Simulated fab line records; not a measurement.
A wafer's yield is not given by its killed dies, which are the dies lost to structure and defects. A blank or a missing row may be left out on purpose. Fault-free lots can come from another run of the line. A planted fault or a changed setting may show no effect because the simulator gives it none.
Lot-split experiment + flow n5Finfet + 21 wafers read from 7 lots, route of 1938 steps

## ON THE SPLIT
At N5_FIN_CUT_COAT_19 (time 60 s, resist thk 20 nm), the setting spinRpm was moved away from the recipe's 1500 rpm on 10 of the 21 wafers read, by -9.3% to +8.0%. All remaining wafers had this setting at the recipe value.

## FROM THE SPLIT TO THE READING: what the file shows between them, 4 steps
- N5_FIN_CUT_COAT_29: time 60 s, resist thk 10 nm
- N5_FIN_CUT_COAT_02: resist thk 30 nm
- N5_FIN_CUT_DESCUM_13: chemistry O2, time 7 s
- N5_FIN_CUT_ETCH_30: etches underlayer in N2/H2, target depth 13 nm, time 10.4 s

## THE READING
etch.depthNm (the simulator's own value, which no gauge read), in nm, at N5_FIN_CUT_ETCH_20 (etches SiARC in CF4, target depth 26 nm, time 43.3 s). No usual value for it is given in the file. Here, 11 wafers ran the recipe; their average is 19.96 nm with a standard deviation of 0.065 nm.

| wafer  | tool, chamber at the split | spinRpm as run, rpm | against the recipe | etch.depthNm, nm | against lot-mates on the recipe |
|--------|----------------------------|---------------------|--------------------|------------------|---------------------------------|
| L075.1 | lithoTrack-03, 0           | 1572                | +4.8%              | 19.57            | -0.45                           |
| L075.2 | lithoTrack-03, 0           | 1572                | +4.8%              | 19.56            | -0.46                           |
| L075.4 | lithoTrack-03, 0           | 1500                | recipe             | 20.02            | -                               |
| L082.2 | lithoTrack-05, 0           | 1500                | recipe             | 20.06            | -                               |
| L082.3 | lithoTrack-05, 0           | 1500                | recipe             | 19.96            | -                               |
| L082.5 | lithoTrack-05, 0           | 1436                | -4.3%              | 20.5             | +0.49                           |
| L085.4 | lithoTrack-03, 0           | 1361                | -9.3%              | 20.94            | +1.05                           |
| L085.5 | lithoTrack-03, 0           | 1500                | recipe             | 19.89            | -                               |
| L085.6 | lithoTrack-03, 0           | 1500                | recipe             | 19.89            | -                               |
| L086.2 | lithoTrack-04, 0           | 1620                | +8.0%              | 19.32            | -0.70                           |
| L086.3 | lithoTrack-04, 0           | 1500                | recipe             | 20.02            | -                               |
| L086.4 | lithoTrack-04, 0           | 1620                | +8.0%              | 19.33            | -0.69                           |
| L087.1 | lithoTrack-03, 0           | 1577                | +5.1%              | 19.51            | -0.52                           |
| L087.2 | lithoTrack-03, 0           | 1577                | +5.1%              | 19.51            | -0.52                           |
| L087.6 | lithoTrack-03, 0           | 1500                | recipe             | 20.03            | -                               |
| L089.1 | lithoTrack-03, 0           | 1500                | recipe             | 19.92            | -                               |
| L089.2 | lithoTrack-03, 0           | 1500                | recipe             | 19.95            | -                               |
| L089.4 | lithoTrack-03, 0           | 1500                | recipe             | 19.85            | -                               |
| L091.1 | lithoTrack-04, 0           | 1445                | -3.7%              | 20.36            | +0.44                           |
| L091.4 | lithoTrack-04, 0           | 1500                | recipe             | 19.92            | -                               |
| L091.6 | lithoTrack-04, 0           | 1445                | -3.7%              | 20.3             | +0.38                           |

FIT RESULTS
A straight line over all 21 wafers: etch.depthNm changes by -0.0926 nm for each +1% of spinRpm; r = -0.98; the points scatter about the line by 0.071 nm.
The same after taking each lot's own level away (the mean of its wafers on the recipe; 21 wafers): -0.101 nm for each +1%; r = -0.99; scatter 0.049 nm.
On that fit, the largest move of spinRpm shifts the reading by 0.93 nm.
The span of the lots' own levels, 19.890 to 20.030 nm, comes to 2.1 times the standard deviation stated above.
So the lot-to-lot level changes the slope little: the two slopes agree.
Check: with one of the wafers moved furthest among these (-9.3%) left out of the fit, the line predicts +0.913 nm for it against its lot-mates. Against them it came out at +1.05 nm.

## THE OTHER SPLITS THESE WAFERS WENT THROUGH
Note: prior to the reading, these wafers also went through further splits. Each is held against what the fit with the lots' levels taken away leaves over:
| other split on the same wafers | wafers away from the commonest value | r with etch.depthNm (lot level and that fit taken away) |
|--------------------------------|--------------------------------------|---------------------------------------------------------|
| N5_WELL_APT_COAT_02 spinRpm    | 8                                    | +0.25                                                   |
| N5_WELL_APT_COAT_19 spinRpm    | 4                                    | -0.34                                                   |
| N5_FIN_SAQP_HM_DEP_72 timeS    | 9                                    | +0.15                                                   |
| N5_FIN_SAQP_DESCUM_21 timeS    | 6                                    | -0.02                                                   |

## THE WHOLE CHAIN: every reading that the file lists as answering this split, in the file's order
| step               | what it does                                         | reading                                                                         | change (the file's fit)               | r (the file's) |
|--------------------|------------------------------------------------------|---------------------------------------------------------------------------------|---------------------------------------|----------------|
| N5_FIN_CUT_COAT_19 | time 60 s, resist thk 20 nm                          | SiARC_of_FIN_CUT_COAT_19.thkNm (the simulator's own value, which no gauge read) | -0.104 nm for each +1% of the setting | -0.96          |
| N5_FIN_CUT_ETCH_20 | etches SiARC in CF4, target depth 26 nm, time 43.3 s | etch.depthNm (the simulator's own value, which no gauge read)                   | -0.103 nm for each +1% of the setting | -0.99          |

## FILE'S OWN FIT
etch.depthNm changes by -0.103 nm for each +1% of spinRpm, r = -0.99.
